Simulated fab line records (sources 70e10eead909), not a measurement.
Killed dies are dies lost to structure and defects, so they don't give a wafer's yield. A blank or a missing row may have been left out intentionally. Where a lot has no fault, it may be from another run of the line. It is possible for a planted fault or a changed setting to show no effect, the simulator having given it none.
Matching of chambers    flow nandHarc    NHARC_P_M2_STRIP_18 on rieDiel-11 has 4 sister chambers
The step strips in N2/H2. 16 wafers are shown with their chamber, then 8 later ones without.

## WAFERS WITH THEIR CHAMBER
wafer   chamber  drypumpMotorCurrentA (A)  rfVppV (V)  throttleValvePct (%)
L076.2  0        6.7                       91.1        14.171
L076.5  3        6.5                       90.1        14.172
L076.6  2        5.5                       89.8        14.171
L077.2  0        6.6                       91.8        14.174
L077.3  2        5.5                       90.4        14.165
L077.5  0        6.6                       91.5        14.181
L079.1  2        5.5                       90.5        14.174
L079.5  1        5.9                       89.5        14.189
L079.6  2        5.5                       90.3        14.165
L085.2  2        5.5                       89.9        14.176
L085.3  3        6.5                       90.8        14.179
L085.6  3        6.4                       89.9        14.186
L092.1  0        6.6                       90.8        14.166
L092.2  2        5.5                       90.6        14.169
L092.4  3        6.4                       91.2        14.182
L093.1  2        5.4                       90.4        14.160

SIGNATURES (means of the wafers above)
reading               chamber 0  chamber 1  chamber 2  chamber 3  scatter within a chamber
drypumpMotorCurrentA  6.625      5.900      5.486      6.450      0.0466
rfVppV                91.300     89.500     90.271     90.500     0.431
throttleValvePct      14.17300   14.18900   14.16857   14.17975   0.00586
Rule: a wafer lies at a distance from a chamber equal to the root of the sum of squares, over the readings, of (its reading less the chamber's mean, divided by the reading's scatter). If the next closest chamber is less than 2 further off than the closest, the wafer can't be placed; otherwise it belongs to the closest. How the scatter is found: for the shown wafers, subtract from each reading the mean of its chamber, square and add these, divide the total by (wafers less chambers), then take the root.

## WAFERS WHOSE CHAMBER IS MISSING
wafer   drypumpMotorCurrentA (A)  rfVppV (V)  throttleValvePct (%)
L093.4  6.7                       91.5        14.179
L093.6  5.8                       90.1        14.175
L096.1  5.5                       90.4        14.173
L096.3  6.4                       92.1        14.178
L096.4  5.4                       90.8        14.151
L097.1  5.9                       89.5        14.166
L097.2  5.5                       90.5        14.177
L097.5  5.8                       89.2        14.173

## WHICH CHAMBER EACH WENT THROUGH
wafer   from the rows above      in truth
L093.4  0                        0
L093.6  1                        1
L096.1  2                        2
L096.3  can't be placed: 3 or 0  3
L096.4  2                        2
L097.1  1                        1
L097.2  2                        2
L097.5  1                        1
Correctly placed: 7 of 8. Can't be placed from these rows: 1 (the true chamber is among the candidates in 1). Wrongly placed: 0.
